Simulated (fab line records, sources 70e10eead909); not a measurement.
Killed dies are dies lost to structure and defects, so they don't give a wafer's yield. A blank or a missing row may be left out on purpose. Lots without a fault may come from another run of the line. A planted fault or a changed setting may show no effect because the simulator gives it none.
A sampling plan put to the test | flow nand_harc | one fab line, 23 faults that these records tell of, each judged on the records of the lots that it struck
The plan is the line's own looks: the steps of the route at which a gauge or an inspection reads the wafer and doesn't change it. A look can be judged if struck wafers have a number there and the file gives its usual mean and standard deviation on fault-free wafers. Caught: at a look after the fault's first step, the mean of the struck wafers lies 4 or more of those standard deviations (sigma) from the usual mean. On the tool: the same test on the tool's own readings at the fault's steps. Another recipe on the struck wafers, or a record that is blank for them alone, also counts as caught.

THE FAULTS, as the simulator had put them in
1. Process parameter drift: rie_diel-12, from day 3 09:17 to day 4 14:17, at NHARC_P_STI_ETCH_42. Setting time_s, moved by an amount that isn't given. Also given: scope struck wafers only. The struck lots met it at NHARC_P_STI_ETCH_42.
2. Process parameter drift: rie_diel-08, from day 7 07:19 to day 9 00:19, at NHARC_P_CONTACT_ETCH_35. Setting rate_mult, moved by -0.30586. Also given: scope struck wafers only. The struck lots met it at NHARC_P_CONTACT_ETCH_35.
3. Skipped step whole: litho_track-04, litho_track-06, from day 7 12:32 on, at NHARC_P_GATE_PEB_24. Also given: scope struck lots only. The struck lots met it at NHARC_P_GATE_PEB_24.
4. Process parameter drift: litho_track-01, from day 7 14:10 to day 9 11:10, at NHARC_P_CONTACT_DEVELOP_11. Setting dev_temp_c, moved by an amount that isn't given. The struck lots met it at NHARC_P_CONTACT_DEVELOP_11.
5. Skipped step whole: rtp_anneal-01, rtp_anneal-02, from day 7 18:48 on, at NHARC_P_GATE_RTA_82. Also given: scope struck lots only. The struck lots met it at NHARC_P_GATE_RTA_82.
6. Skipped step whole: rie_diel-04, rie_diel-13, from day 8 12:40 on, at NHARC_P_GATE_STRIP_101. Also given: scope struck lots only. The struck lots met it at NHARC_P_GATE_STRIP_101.
7. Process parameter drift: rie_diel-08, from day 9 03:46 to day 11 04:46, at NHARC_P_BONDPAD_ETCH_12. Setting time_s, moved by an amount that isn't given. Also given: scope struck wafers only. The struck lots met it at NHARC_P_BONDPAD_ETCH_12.
8. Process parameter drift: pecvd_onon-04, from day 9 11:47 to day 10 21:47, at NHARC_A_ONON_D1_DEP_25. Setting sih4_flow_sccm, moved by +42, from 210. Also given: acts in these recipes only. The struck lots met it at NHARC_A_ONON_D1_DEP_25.
9. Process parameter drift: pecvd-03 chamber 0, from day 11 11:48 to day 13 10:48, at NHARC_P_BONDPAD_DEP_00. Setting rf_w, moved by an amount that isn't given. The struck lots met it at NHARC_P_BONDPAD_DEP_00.
10. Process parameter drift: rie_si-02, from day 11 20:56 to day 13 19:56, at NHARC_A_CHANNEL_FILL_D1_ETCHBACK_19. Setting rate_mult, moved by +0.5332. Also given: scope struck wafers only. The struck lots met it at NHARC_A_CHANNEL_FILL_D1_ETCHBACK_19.
11. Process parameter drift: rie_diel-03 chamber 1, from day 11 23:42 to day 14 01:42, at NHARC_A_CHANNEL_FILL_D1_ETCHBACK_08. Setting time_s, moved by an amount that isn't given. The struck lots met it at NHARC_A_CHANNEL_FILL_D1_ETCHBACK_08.
12. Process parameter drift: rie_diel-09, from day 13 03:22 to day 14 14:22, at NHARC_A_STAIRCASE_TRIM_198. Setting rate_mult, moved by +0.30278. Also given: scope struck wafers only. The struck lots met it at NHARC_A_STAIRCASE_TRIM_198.
13. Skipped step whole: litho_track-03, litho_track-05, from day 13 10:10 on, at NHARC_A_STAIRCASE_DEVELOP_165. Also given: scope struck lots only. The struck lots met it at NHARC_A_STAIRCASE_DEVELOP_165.
14. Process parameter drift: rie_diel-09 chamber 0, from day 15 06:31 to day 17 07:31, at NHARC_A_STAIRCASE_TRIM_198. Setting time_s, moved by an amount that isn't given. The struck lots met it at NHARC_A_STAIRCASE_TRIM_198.
15. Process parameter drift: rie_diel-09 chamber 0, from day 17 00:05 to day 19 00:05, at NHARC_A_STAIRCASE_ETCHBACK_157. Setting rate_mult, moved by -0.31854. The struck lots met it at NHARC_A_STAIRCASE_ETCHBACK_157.
16. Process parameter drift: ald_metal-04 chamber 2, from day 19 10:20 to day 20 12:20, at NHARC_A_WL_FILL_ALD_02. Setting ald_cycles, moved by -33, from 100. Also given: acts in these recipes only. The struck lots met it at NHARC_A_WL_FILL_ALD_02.
17. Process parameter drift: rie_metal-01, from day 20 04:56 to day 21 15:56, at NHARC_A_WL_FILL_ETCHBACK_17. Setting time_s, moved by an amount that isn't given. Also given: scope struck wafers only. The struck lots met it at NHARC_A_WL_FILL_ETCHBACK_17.
18. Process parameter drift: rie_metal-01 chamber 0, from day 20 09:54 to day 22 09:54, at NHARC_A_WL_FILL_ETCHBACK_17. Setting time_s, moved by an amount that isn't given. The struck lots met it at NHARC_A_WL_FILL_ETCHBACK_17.
19. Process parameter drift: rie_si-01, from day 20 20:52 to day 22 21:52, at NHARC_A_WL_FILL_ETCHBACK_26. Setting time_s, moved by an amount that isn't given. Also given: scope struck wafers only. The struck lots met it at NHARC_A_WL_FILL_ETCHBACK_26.
20. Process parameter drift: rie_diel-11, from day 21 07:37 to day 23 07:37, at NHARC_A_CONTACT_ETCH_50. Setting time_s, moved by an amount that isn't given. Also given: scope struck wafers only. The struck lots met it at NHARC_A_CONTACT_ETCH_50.
21. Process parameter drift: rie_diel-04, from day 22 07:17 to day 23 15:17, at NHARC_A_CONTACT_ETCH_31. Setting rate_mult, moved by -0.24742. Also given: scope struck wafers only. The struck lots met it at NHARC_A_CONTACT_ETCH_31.
22. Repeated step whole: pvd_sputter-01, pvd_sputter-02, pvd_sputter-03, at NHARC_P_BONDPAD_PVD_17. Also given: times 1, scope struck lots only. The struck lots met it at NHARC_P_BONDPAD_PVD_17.
23. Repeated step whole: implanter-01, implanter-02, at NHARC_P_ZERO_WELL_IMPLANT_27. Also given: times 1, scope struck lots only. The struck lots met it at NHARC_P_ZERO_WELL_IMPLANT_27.

WHAT THE PLAN SAW
fault | on the tool itself                               | first look that catches it                   | reading, sigma                                        | median hours from its first step to that look | hours from the fault's start to the first struck lot there | judged looks passed uncaught
1     | run_length_s -36 sigma                           | not the one look that can be judged after it | -                                                     | -                                             | -                                                          | 1
2     | oes_product_au -25 sigma                         | NHARC_END_SORT_01                            | killed_at_periphery +99 or beyond                     | 393.1                                         | 407                                                        | 0
3     | the tool's record is blank for the struck wafers | no look after it can be judged               | -                                                     | -                                             | -                                                          | 0
4     | developer_temp_C +8.2 sigma                      | no look after it can be judged               | -                                                     | -                                             | -                                                          | 0
5     | the tool's record is blank for the struck wafers | no look after it can be judged               | -                                                     | -                                             | -                                                          | 0
6     | the tool's record is blank for the struck wafers | no look after it can be judged               | -                                                     | -                                             | -                                                          | 0
7     | run_length_s -18 sigma                           | no look after it can be judged               | -                                                     | -                                             | -                                                          | 0
8     | sih4_flow_sccm +71 sigma                         | no look after it can be judged               | -                                                     | -                                             | -                                                          | 0
9     | rf_fwd_power_W -99 or beyond sigma               | not the one look that can be judged after it | strongest: killed_at_other at NHARC_END_SORT_01, +2.5 | -                                             | -                                                          | 1
10    | oes_product_au +44 sigma                         | no look after it can be judged               | -                                                     | -                                             | -                                                          | 0
11    | run_length_s -99 or beyond sigma                 | not the one look that can be judged after it | -                                                     | -                                             | -                                                          | 1
12    | oes_product_au +21 sigma                         | not the one look that can be judged after it | -                                                     | -                                             | -                                                          | 1
13    | the tool's record is blank for the struck wafers | no look after it can be judged               | -                                                     | -                                             | -                                                          | 0
14    | run_length_s -99 or beyond sigma                 | not the one look that can be judged after it | -                                                     | -                                             | -                                                          | 1
15    | oes_product_au -6.2 sigma                        | NHARC_END_SORT_01                            | killed_dies +58                                       | 212.9                                         | 220                                                        | 0
16    | under 2 sigma                                    | not the one look that can be judged after it | strongest: killed_short at NHARC_END_SORT_01, +2.3    | -                                             | -                                                          | 1
17    | run_length_s -19 sigma                           | not the one look that can be judged after it | strongest: killed_at_other at NHARC_END_SORT_01, +2.5 | -                                             | -                                                          | 1
18    | run_length_s -34 sigma                           | not the one look that can be judged after it | strongest: killed_at_other at NHARC_END_SORT_01, +2.0 | -                                             | -                                                          | 1
19    | run_length_s -8.9 sigma                          | no look after it can be judged               | -                                                     | -                                             | -                                                          | 0
20    | run_length_s -13 sigma                           | no look after it can be judged               | -                                                     | -                                             | -                                                          | 0
21    | oes_product_au -22 sigma                         | NHARC_END_SORT_01                            | killed_dies +49                                       | 80.5                                          | 62                                                         | 1
22    | under 2 sigma                                    | not the one look that can be judged after it | -                                                     | -                                             | -                                                          | 1
23    | no reading that can be judged                    | no look after it can be judged               | -                                                     | -                                             | -                                                          | 0
A dash: the fault isn't caught, or these records don't give the number.

Caught at a look: 3 of 23. Caught on the tool: 20 of 23. By one or the other: 20 of 23.
Caught on the tool alone: faults 1, 3, 4, 5, 6, 7, 8, 9, 10, 11, 12, 13, 14, 17, 18, 19, 20.
Caught by neither: faults 16, 22, 23.

THINNER SAMPLING
If the look that catches a fault measured only every second or every third lot, by lot number, the first struck lot would be measured this late in the worst case:
fault | struck lots at that look, in order of time | every lot | every second lot | every third lot
2     | L261, L260, L263                           | 407 h     | 416 h            | may miss all 3
15    | L449                                       | 220 h     | may miss it      | may miss it
21    | L721, L728, L731                           | 62 h      | 91 h             | may miss all 3
Hours are from the fault's start to the first struck lot that is measured. The limit of 4 sigma was tested on all struck wafers together, so one lot alone may lie under it. Other struck lots may not be in these records.

THE LONGEST TIMED WAY FROM STEP TO LOOK
Fault 2: a median of 393.1 hours passes between NHARC_P_CONTACT_ETCH_35 and NHARC_END_SORT_01. No look between them can be judged.
